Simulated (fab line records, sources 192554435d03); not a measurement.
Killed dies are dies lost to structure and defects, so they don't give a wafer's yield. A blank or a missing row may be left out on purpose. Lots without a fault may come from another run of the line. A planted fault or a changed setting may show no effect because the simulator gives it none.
A struck lot beside a sound one | flow n5_finfet | 16 steps out of a route of 1938
Sound: wafers L343.4, L343.5, L343.6. Struck: wafer L346.1. (L346.2, L346.3 of the same lot were not struck and are left out.) The cause comes at the end.
At each step with rows: each side's tool, then ch and its chambers, then its first start. Under that, the readings that differ: sound wafers | struck wafers | difference of the means | sigmas: that difference in standard deviations of wafers without a fault.
alike: readings whose means differ by less than 2 such deviations, and words and numbers that are the same on both sides. not compared: withheld readings, readings that some wafer has no value for, bounds like >300 that may hide the same value, and numbers for which the record gives no deviation and whose values overlap.
The two part at a step that has a row with sigmas, a row that says differs or no value, or rows on one side only. Numbers that don't overlap but have no deviation are shown without sigmas and don't part them. A reading that every wafer of one side lacks parts them only if that side has two wafers or more.

N5_MOL_CONTACT_COAG_ETCH_106: etches SOC in N2/H2, target depth 80 nm, overetch 16 nm, time 120 s.
  sound on rie_diel-06 ch 1,2,3, day 5 12:17; struck on rie_diel-01 ch 1, day 6 03:49
  reading                | sound | struck | difference                   | sigmas
  rf_hours_counter_h (h) | - - - | 232    | no value on the sound wafers |
  alike: drypump_motor_current_A, oes_product_au, rf_vpp_V, showerhead_plenum_p_Torr, throttle_valve_pct
then, 2 steps without rows for these wafers: N5_MOL_CONTACT_COAG_STRIP_107 (strips in N2/H2); N5_MOL_CONTACT_COAG_STRIP_108 (strips in N2/H2).
N5_MOL_CONTACT_COAG_CONTACT_ETCH_14: etches SiO2 in C4F6/O2, target depth 27.5 nm, overetch 8.5 nm, time 20 s.
  sound on rie_diel-06 ch 1,2,3, day 5 12:22; struck on rie_diel-01 ch 1, day 6 03:55
  reading                | sound | struck | difference                   | sigmas
  rf_hours_counter_h (h) | - - - | 232    | no value on the sound wafers |
  alike: drypump_motor_current_A, oes_product_au, rf_vpp_V, showerhead_plenum_p_Torr, throttle_valve_pct
then, 2 steps without rows for these wafers: N5_MOL_CONTACT_COAG_STRIP_109 (strips in C4F6/O2); N5_MOL_CONTACT_COAG_ETCH_15 (etches SiNx in CH3F/O2, stops on Si:P, target depth 7 nm).
N5_MOL_CONTACT_COAG_ETCH_110: etches Si in CF4/O2, target depth 2.5 nm, time 8 s.
  sound on rie_diel-06 ch 1,2,3, day 5 12:28; struck on rie_diel-01 ch 1, day 6 04:01
  reading                | sound | struck | difference                   | sigmas
  rf_hours_counter_h (h) | - - - | 232    | no value on the sound wafers |
  alike: drypump_motor_current_A, oes_product_au, rf_vpp_V, showerhead_plenum_p_Torr, throttle_valve_pct
N5_MOL_CONTACT_COAG_STRIP_98: strips in N2/H2.
  sound on rie_diel-06 ch 1,2,3, day 5 12:31; struck on rie_diel-01 ch 1, day 6 04:04
  reading                | sound | struck | difference                   | sigmas
  rf_hours_counter_h (h) | - - - | 232    | no value on the sound wafers |
  alike: drypump_motor_current_A, oes_product_au, power_w, rf_vpp_V, showerhead_plenum_p_Torr, throttle_valve_pct
N5_MOL_CONTACT_COAG_CD_MEAS_99: target cd 17.2 nm.
  sound on cd_sem-01, day 5 12:34; struck on cd_sem-03, day 6 04:08
  alike: cd_nm
then, 2 steps without rows for these wafers: N5_MOL_CONTACT_COAG_IMPLANT_129; N5_MOL_CONTACT_COAG_PRECLEAN_111 (cleans in NF3:NH3, afs cycles 1, time 20 s, sublimation time 60 s).
N5_MOL_CONTACT_COAG_TI_SIL_19: material Ti, target thk 4.2 nm, time 15 s.
  sound on pvd_sputter-02, day 5 13:47; struck on pvd_sputter-01, day 6 05:35
  alike: throttle_valve_pct
N5_MOL_CONTACT_COAG_ALD_20: deposits TiN, target thk 1.5 nm, pulse time 1 s, purge time 3 s.
  sound on ald_metal-04 ch 1,2,3, day 5 13:56; struck on ald_metal-04 ch 0, day 6 05:43
  reading                                          | sound       | struck | difference | sigmas
  ald_cycles                                       | 68 68 68    | 58     | -10        |
  model.TiN_of_MOL_CONTACT_COAG_ALD_20.thk_nm (nm) | 1.4 1.6 1.4 | 1.2    | -0.3       |
  alike: heater_power_w, precursor_pulse_height_rel
  not compared: since_wet_clean_h
then, 1 step without rows for these wafers: N5_MOL_CONTACT_COAG_SIL_ANNEAL_21 (time 60 s).
-- the record jumps here: 3 days lie between the struck wafers' starts before and after (it left off in module MOL_CONTACT_COAG and takes up again in module BEOL_M4, whose first step shown is number 1111 of the route) --
N5_BEOL_M4_RC_MEAS_101:
  sound on prober-02 ch 0, day 8 18:35; struck on prober-02 ch 0, day 9 12:39
  alike: DIBL_N, DIBL_P, IOFF_N, IOFF_P, ION_N, ION_P, SS_N, SS_P, VT_N, VT_P
then, 1 step without rows for these wafers: N5_PASSIVATION_PROBE_49.

WHERE THEY PART
First at N5_MOL_CONTACT_COAG_ETCH_106; last, within this record, at N5_MOL_CONTACT_COAG_STRIP_98. Later steps at which nothing parts them and some readings are alike: N5_MOL_CONTACT_COAG_CD_MEAS_99, N5_MOL_CONTACT_COAG_TI_SIL_19, N5_MOL_CONTACT_COAG_ALD_20, N5_BEOL_M4_RC_MEAS_101.

WHY: what the simulator had put in
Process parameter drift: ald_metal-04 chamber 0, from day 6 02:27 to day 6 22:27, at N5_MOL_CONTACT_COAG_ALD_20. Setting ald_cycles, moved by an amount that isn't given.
